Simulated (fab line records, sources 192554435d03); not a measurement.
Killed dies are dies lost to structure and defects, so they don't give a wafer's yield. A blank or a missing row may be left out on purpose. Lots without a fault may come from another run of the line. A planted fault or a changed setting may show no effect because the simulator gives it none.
A struck lot beside a sound one | flow n5_finfet | 39 steps out of a route of 1938
Sound: wafers L685.1, L685.5, L685.6. Struck: wafer L701.2. (L701.6 of the same lot was not struck and is left out.) The cause comes at the end.
At each step with rows: each side's tool, then ch and its chambers, then its first start. Under that, the readings that differ: sound wafers | struck wafers | difference of the means | sigmas: that difference in standard deviations of wafers without a fault.
alike: readings whose means differ by less than 2 such deviations, and words and numbers that are the same on both sides. not compared: withheld readings, readings that some wafer has no value for, bounds like >300 that may hide the same value, and numbers for which the record gives no deviation and whose values overlap.
The two part at a step that has a row with sigmas, a row that says differs or no value, or rows on one side only. Numbers that don't overlap but have no deviation are shown without sigmas and don't part them. A reading that every wafer of one side lacks parts them only if that side has two wafers or more.

first, 11 steps without rows for these wafers: N5_STI_FIN_REVEAL_DENSIFY_30; N5_STI_FIN_REVEAL_ETCHBACK_08 (etches SiO2 in C4F6/O2, target depth 30.5 nm, time 10.167 s); N5_STI_FIN_REVEAL_STRIP_24 (strips in N2/H2, time 90 s); N5_STI_FIN_REVEAL_PRECLEAN_25 (cleans in SPM, time 90 s); N5_STI_FIN_REVEAL_PRECLEAN_26 (cleans in SC1, time 45 s); N5_STI_FIN_REVEAL_PRECLEAN_29 (cleans in DHF, time 30 s); N5_STI_FIN_REVEAL_SRD_12 (time 30 s); N5_STI_FIN_REVEAL_RECESS_09 (chemistry HF/NH3, target SiO2, afs cycles 11, target depth 42.5 nm, sublimation time 60 s); N5_STI_FIN_REVEAL_STRIP_16 (strips SiNx in H3PO4, target depth 23.8 nm); N5_STI_FIN_REVEAL_PRECLEAN_17 (cleans in NF3:NH3, afs cycles 1, time 20 s, sublimation time 60 s); N5_STI_FIN_REVEAL_ETCH_34 (etches Si in H2, material Si, target depth 0.97 nm).
N5_STI_FIN_REVEAL_OXIDATION_31: chemistry O2 PLASMA REMOTE, time 20 s.
  sound on plasma_asher-02 ch 0,1, day 3 00:38; struck on plasma_asher-02 ch 1, day 7 02:43
  reading            | sound       | struck | difference | sigmas
  heater_power_w (W) | 127 131 167 | 172    | +30        | +2
  alike: drypump_motor_current_A, temp_c_max
  not compared: rf_hours_counter_h
then, 25 steps without rows for these wafers: N5_STI_FIN_REVEAL_PRECLEAN_32 (cleans in NF3:NH3, afs cycles 1, time 20 s, sublimation time 60 s); N5_STI_FIN_REVEAL_STRIP_35 (strips Si3N4 in H3PO4, target depth 4 nm, time 39 s); N5_STI_FIN_REVEAL_SRD_21 (time 30 s); N5_STI_FIN_REVEAL_OXIDATION_33 (chemistry O2 PLASMA REMOTE, time 20 s); N5_STI_FIN_REVEAL_CLEAN_19 (cleans in O3/DIW, time 120 s); N5_STI_FIN_REVEAL_SRD_23 (time 30 s); N5_STI_FIN_REVEAL_PRECLEAN_18 (cleans in SC2, time 45 s); N5_STI_FIN_REVEAL_SRD_28 (time 30 s); N5_DUMMY_GATE_PRECLEAN_00 (cleans in O3/DIW, time 60 s); N5_DUMMY_GATE_SRD_01 (time 30 s); N5_DUMMY_GATE_ALD_02 (deposits SiO2, target thk 2 nm, pulse time 1 s); N5_DUMMY_GATE_CVD_03 (deposits a-Si from SiH4, target thk 150 nm, time 8042 s); N5_DUMMY_GATE_PRECLEAN_46 (cleans in DIW, time 89.5 s); N5_DUMMY_GATE_SRD_47 (dry time 32 s); N5_DUMMY_GATE_CMP_04 (polishes a-Si); N5_DUMMY_GATE_HM_DEP_06 (deposits SiNx from DCS/NH3, target thk 80 nm, time 5141 s); N5_DUMMY_GATE_PECVD_30 (deposits SiO2 from TEOS/O2, target thk 55 nm, time 10.8 s); N5_DUMMY_GATE_COAT_34 (time 60 s, resist thk 60 nm); N5_DUMMY_GATE_COAT_35 (time 60 s, resist thk 10 nm); N5_DUMMY_GATE_COAT_28 (time 60 s, resist thk 10 nm); N5_DUMMY_GATE_COAT_09 (resist thk 30 nm); N5_DUMMY_GATE_EBR_11; N5_DUMMY_GATE_SOFTBAKE_10 (time 60 s); N5_DUMMY_GATE_EXPOSE_12 (exposes mask GATE, target cd 25 nm); N5_DUMMY_GATE_PEB_13 (peb time 60 s).
-- the record jumps here: 7 days lie between the struck wafers' starts before and after (it left off in module DUMMY_GATE and takes up again in module BEOL_M4, whose first step shown is number 1111 of the route) --
N5_BEOL_M4_RC_MEAS_101:
  sound on prober-02 ch 0, day 9 01:57; struck on prober-02 ch 0, day 13 17:00
  reading             | sound                      | struck   | difference | sigmas
  DIBL_N (mV/V)       | 33.0 32.1 34.4             | 38.2     | +5.0       | +4
  DIBL_P (mV/V)       | 34.8 33.9 37.3             | 38.9     | +3.6       | +2
  IOFF_N (nA/um)      | 0.126 0.117 0.152          | 0.213    | +0.081     | +4
  IOFF_N_85C (nA/um)  | 2.6 2.5 3.1                | 3.9      | +1.2       | +3
  IOFF_N_LIN (nA/um)  | 0.063 0.061 0.075          | 0.105    | +0.039     | +4
  IOFF_N_LONG (nA/um) | 5.65e-05 5.63e-05 5.61e-05 | 6.55e-05 | +9.20e-06  | +4
  IOFF_P (nA/um)      | 0.177 0.175 0.218          | 0.256    | +0.066     | +2
  IOFF_P_85C (nA/um)  | 3.2 3.1 3.7                | 4.3      | +1.0       | +2
  IOFF_P_LIN (nA/um)  | 0.088 0.088 0.101          | 0.133    | +0.041     | +4
  ION_N (uA/um)       | 661 657 677                | 693      | +28        | +3
  ION_P (uA/um)       | 457 457 461                | 475      | +17        | +3
  REXT_N (ohm.um)     | 77.9 78.9 78.6             | 70.3     | -8.2       | -6
  SS_P (mV/dec)       | 72.7 72.4 73.5             | 75.1     | +2.2       | +4
  VT_N (mV)           | 252.8 253.0 248.1          | 244.4    | -6.9       | -3
  VT_N_LONG (mV)      | 275.5 272.4 274.2          | 268.4    | -5.6       | -3
  VT_N_LVT (mV)       | 102 101 99                 | 91       | -10        | -3
  alike: SS_N, VT_P
-- the record jumps here: 4 days lie between the struck wafers' starts before and after (it left off in module BEOL_M4 and takes up again in module PASSIVATION, whose first step shown is number 1936 of the route) --
N5_PASSIVATION_PROBE_49:
  sound on prober-02, day 13 10:12; struck on prober-01, day 18 03:59
  reading                 | sound       | struck | difference | sigmas
  killed_at_front_end     | 36 30 43    | 71     | +35        | +2
  sort_bin_5_function (%) | 4.5 5.2 6.0 | 7.5    | +2.3       | +2
  alike: defect_limited_yield, killed_at_M0_to_M3, killed_at_M4_up, killed_at_contacts, killed_at_other, killed_dies, killed_open, killed_short, sort_bin_6_memory, sort_n_pass, sort_yield_pct
  not compared: sort_bin_4_leakage

WHERE THEY PART
First at N5_STI_FIN_REVEAL_OXIDATION_31; last, within this record, at N5_PASSIVATION_PROBE_49.

WHY: what the simulator had put in
Process parameter drift: plasma_asher-02, from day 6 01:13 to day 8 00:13, at N5_STI_FIN_REVEAL_OXIDATION_31. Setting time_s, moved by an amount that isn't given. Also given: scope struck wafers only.
